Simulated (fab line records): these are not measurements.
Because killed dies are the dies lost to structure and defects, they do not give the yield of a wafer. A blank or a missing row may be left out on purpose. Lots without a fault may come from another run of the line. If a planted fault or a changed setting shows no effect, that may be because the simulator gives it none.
Check for tools in common || flow nand-harc || 12 lots, 36 wafers sampled

== WHY THIS WAS OPENED ==
At NHARC_P_GATE_CD_MEAS_46 the reading cd-nm is flagged on 1 of 12 lots. Wafers without a fault read 720.0 nm, standard deviation 1.6.
Rule: a lot is flagged when every wafer of it that has a number lies more than 4 standard deviations from that mean, or none has a number. As for the other lots, they are considered sound.

{"lot": "L148", "measured": "day 5 11:17", "on": "cd-sem-02", "cd-nm (nm), wafer by wafer": "718.3 720.5 718.9", "flag": ""}
{"lot": "L149", "measured": "day 6 01:05", "on": "cd-sem-02", "cd-nm (nm), wafer by wafer": "723.3 720.7 723.5", "flag": ""}
{"lot": "L150", "measured": "day 6 08:35", "on": "cd-sem-03", "cd-nm (nm), wafer by wafer": "719.1 721.6 720.0", "flag": ""}
{"lot": "L152", "measured": "day 7 06:40", "on": "cd-sem-02", "cd-nm (nm), wafer by wafer": "632.7 634.4 635.3", "flag": "FLAGGED"}
{"lot": "L163", "measured": "day 11 18:19", "on": "cd-sem-03", "cd-nm (nm), wafer by wafer": "721.5 720.5 719.4", "flag": ""}
{"lot": "L162", "measured": "day 11 21:13", "on": "cd-sem-02", "cd-nm (nm), wafer by wafer": "720.0 720.7 720.4", "flag": ""}
{"lot": "L164", "measured": "day 12 08:01", "on": "cd-sem-03", "cd-nm (nm), wafer by wafer": "721.1 717.3 718.0", "flag": ""}
{"lot": "L165", "measured": "day 12 12:13", "on": "cd-sem-01", "cd-nm (nm), wafer by wafer": "718.1 723.0 721.3", "flag": ""}
{"lot": "L167", "measured": "day 13 14:02", "on": "cd-sem-01", "cd-nm (nm), wafer by wafer": "719.7 718.8 718.9", "flag": ""}
{"lot": "L168", "measured": "day 14 00:13", "on": "cd-sem-03", "cd-nm (nm), wafer by wafer": "719.1 717.7 716.7", "flag": ""}
{"lot": "L169", "measured": "day 14 01:29", "on": "cd-sem-01", "cd-nm (nm), wafer by wafer": "719.4 718.8 718.1", "flag": ""}
{"lot": "L171", "measured": "day 14 22:59", "on": "cd-sem-01", "cd-nm (nm), wafer by wafer": "718.4 719.0 719.8", "flag": ""}
The mean of the flagged lots' numbers is 634.1 nm, -85.9 nm from the usual (-54 standard deviations).

== WHICH TOOL EACH LOT WENT THROUGH ==
3 process steps preceding the reading are held in the record, out of 1302 steps in the route. In each cell: the tool, then ch and the chambers that the sampled wafers went through, then the start.
{"lot": "L148", "flag": "", "NHARC_P_GATE_DEP_103": "pecvd-03 ch 0,1, day 4 22:32", "NHARC_P_GATE_ETCHBACK_37": "rie-diel-02 ch 1,2, day 5 11:07 or earlier", "NHARC_P_GATE_EXPOSE_43": "krf-scanner-02 ch 0, day 5 11:07"}
{"lot": "L149", "flag": "", "NHARC_P_GATE_DEP_103": "pecvd-02 ch 0,1, day 5 12:17", "NHARC_P_GATE_ETCHBACK_37": "rie-diel-12 ch 1,2,3, day 6 00:55 or earlier", "NHARC_P_GATE_EXPOSE_43": "krf-scanner-03 ch 0, day 6 00:55"}
{"lot": "L150", "flag": "", "NHARC_P_GATE_DEP_103": "pecvd-04 ch 1,2, day 5 20:17", "NHARC_P_GATE_ETCHBACK_37": "rie-diel-02 ch 1,2, day 6 08:26 or earlier", "NHARC_P_GATE_EXPOSE_43": "krf-scanner-03 ch 0, day 6 08:26"}
{"lot": "L152", "flag": "FLAGGED", "NHARC_P_GATE_DEP_103": "pecvd-02 ch 0,1, day 6 17:55", "NHARC_P_GATE_ETCHBACK_37": "rie-diel-10 ch 2,3, day 7 06:31 or earlier", "NHARC_P_GATE_EXPOSE_43": "krf-scanner-02 ch 0, day 7 06:31"}
{"lot": "L163", "flag": "", "NHARC_P_GATE_DEP_103": "pecvd-04 ch 0,2, day 11 05:41", "NHARC_P_GATE_ETCHBACK_37": "rie-diel-02 ch 0,3, day 11 18:09 or earlier", "NHARC_P_GATE_EXPOSE_43": "krf-scanner-03 ch 0, day 11 18:09"}
{"lot": "L162", "flag": "", "NHARC_P_GATE_DEP_103": "pecvd-03 ch 0,1,2, day 11 06:17", "NHARC_P_GATE_ETCHBACK_37": "rie-diel-12 ch 0,1,3, day 11 21:04 or earlier", "NHARC_P_GATE_EXPOSE_43": "krf-scanner-02 ch 0, day 11 21:04"}
{"lot": "L164", "flag": "", "NHARC_P_GATE_DEP_103": "pecvd-04 ch 0,1,2, day 11 19:30", "NHARC_P_GATE_ETCHBACK_37": "rie-diel-02 ch 0,1, day 12 07:52 or earlier", "NHARC_P_GATE_EXPOSE_43": "krf-scanner-03 ch 0, day 12 07:52"}
{"lot": "L165", "flag": "", "NHARC_P_GATE_DEP_103": "pecvd-02 ch 1,2, day 11 23:43", "NHARC_P_GATE_ETCHBACK_37": "rie-diel-10 ch 0,2, day 12 12:03 or earlier", "NHARC_P_GATE_EXPOSE_43": "krf-scanner-02 ch 0, day 12 12:03"}
{"lot": "L167", "flag": "", "NHARC_P_GATE_DEP_103": "pecvd-03 ch 0,1, day 13 01:38", "NHARC_P_GATE_ETCHBACK_37": "rie-diel-10 ch 0,2,3, day 13 13:52 or earlier", "NHARC_P_GATE_EXPOSE_43": "krf-scanner-03 ch 0, day 13 13:52"}
{"lot": "L168", "flag": "", "NHARC_P_GATE_DEP_103": "pecvd-04 ch 0,1,2, day 13 11:52", "NHARC_P_GATE_ETCHBACK_37": "rie-diel-12 ch 1,2, day 14 00:03 or earlier", "NHARC_P_GATE_EXPOSE_43": "krf-scanner-03 ch 0, day 14 00:03"}
{"lot": "L169", "flag": "", "NHARC_P_GATE_DEP_103": "pecvd-03 ch 0,1, day 13 12:31", "NHARC_P_GATE_ETCHBACK_37": "rie-diel-02 ch 2,3, day 14 01:20 or earlier", "NHARC_P_GATE_EXPOSE_43": "krf-scanner-02 ch 0, day 14 01:20"}
{"lot": "L171", "flag": "", "NHARC_P_GATE_DEP_103": "pecvd-04 ch 0,1, day 14 09:57", "NHARC_P_GATE_ETCHBACK_37": "rie-diel-12 ch 0,3, day 14 22:49 or earlier", "NHARC_P_GATE_EXPOSE_43": "krf-scanner-03 ch 0, day 14 22:49"}
What is done by these steps:
- NHARC_P_GATE_DEP_103: deposits SiON, target thk 30 nm.
- NHARC_P_GATE_ETCHBACK_37: etches the open film in CHF3/O2, target depth 34.5 nm, time 17.2 s.
- NHARC_P_GATE_EXPOSE_43: exposes mask P NSD, target cd 720 nm.
- NHARC_P_GATE_CD_MEAS_46: target cd 720 nm.

== FLAGGED AGAINST TOTAL, ONE TOOL AT A TIME (gauges that did the reading follow at the end) ==
{"step": "NHARC_P_GATE_DEP_103", "tool": "pecvd-02", "lots run": 3, "flagged": 1, "share of the flagged lots": "all", "sound lots run after its first flagged lot": "1 (L165)"}
{"step": "NHARC_P_GATE_DEP_103", "tool": "pecvd-03", "lots run": 4, "flagged": 0, "share of the flagged lots": "none", "sound lots run after its first flagged lot": "-"}
{"step": "NHARC_P_GATE_DEP_103", "tool": "pecvd-04", "lots run": 5, "flagged": 0, "share of the flagged lots": "none", "sound lots run after its first flagged lot": "-"}
{"step": "NHARC_P_GATE_ETCHBACK_37", "tool": "rie-diel-02", "lots run": 5, "flagged": 0, "share of the flagged lots": "none", "sound lots run after its first flagged lot": "-"}
{"step": "NHARC_P_GATE_ETCHBACK_37", "tool": "rie-diel-10", "lots run": 3, "flagged": 1, "share of the flagged lots": "all", "sound lots run after its first flagged lot": "2 (L165,L167)"}
{"step": "NHARC_P_GATE_ETCHBACK_37", "tool": "rie-diel-12", "lots run": 4, "flagged": 0, "share of the flagged lots": "none", "sound lots run after its first flagged lot": "-"}
{"step": "NHARC_P_GATE_EXPOSE_43", "tool": "krf-scanner-02", "lots run": 5, "flagged": 1, "share of the flagged lots": "all", "sound lots run after its first flagged lot": "3 (L162,L165,L169)"}
{"step": "NHARC_P_GATE_EXPOSE_43", "tool": "krf-scanner-03", "lots run": 7, "flagged": 0, "share of the flagged lots": "none", "sound lots run after its first flagged lot": "-"}
{"step": "NHARC_P_GATE_CD_MEAS_46", "tool": "cd-sem-01", "lots run": 4, "flagged": 0, "share of the flagged lots": "none", "sound lots run after its first flagged lot": "-"}
{"step": "NHARC_P_GATE_CD_MEAS_46", "tool": "cd-sem-02", "lots run": 4, "flagged": 1, "share of the flagged lots": "all", "sound lots run after its first flagged lot": "1 (L162)"}
{"step": "NHARC_P_GATE_CD_MEAS_46", "tool": "cd-sem-03", "lots run": 4, "flagged": 0, "share of the flagged lots": "none", "sound lots run after its first flagged lot": "-"}
Because NHARC_P_GATE_ETCHBACK_37 lacks a start for some lots, the hours and order of its lots are taken from NHARC_P_GATE_EXPOSE_43.

== WHAT THE TABLE ALLOWS ==
4 rows of the table ran every flagged lot: pecvd-02 at NHARC_P_GATE_DEP_103, rie-diel-10 at NHARC_P_GATE_ETCHBACK_37, krf-scanner-02 at NHARC_P_GATE_EXPOSE_43, cd-sem-02 at NHARC_P_GATE_CD_MEAS_46.
- pecvd-02 at NHARC_P_GATE_DEP_103 ran 3 lots, 1 of them flagged. Sound lots followed the first flagged one (L165) on it, something a lasting fault affecting the whole tool could not allow.
- rie-diel-10 at NHARC_P_GATE_ETCHBACK_37 ran 3 lots, 1 of them flagged. Sound lots followed the first flagged one (L165, L167) on it, something a lasting fault affecting the whole tool could not allow.
- krf-scanner-02 at NHARC_P_GATE_EXPOSE_43 ran 5 lots, 1 of them flagged. Sound lots followed the first flagged one (L162, L165, L169) on it, something a lasting fault affecting the whole tool could not allow.
- cd-sem-02 at NHARC_P_GATE_CD_MEAS_46 ran 4 lots, 1 of them flagged. Sound lots followed the first flagged one (L162) on it, something a lasting fault affecting the whole tool could not allow.
There is no row in the table that ran each flagged lot and no sound lot after the first.

== WHAT THE SIMULATOR HAD INSERTED ==
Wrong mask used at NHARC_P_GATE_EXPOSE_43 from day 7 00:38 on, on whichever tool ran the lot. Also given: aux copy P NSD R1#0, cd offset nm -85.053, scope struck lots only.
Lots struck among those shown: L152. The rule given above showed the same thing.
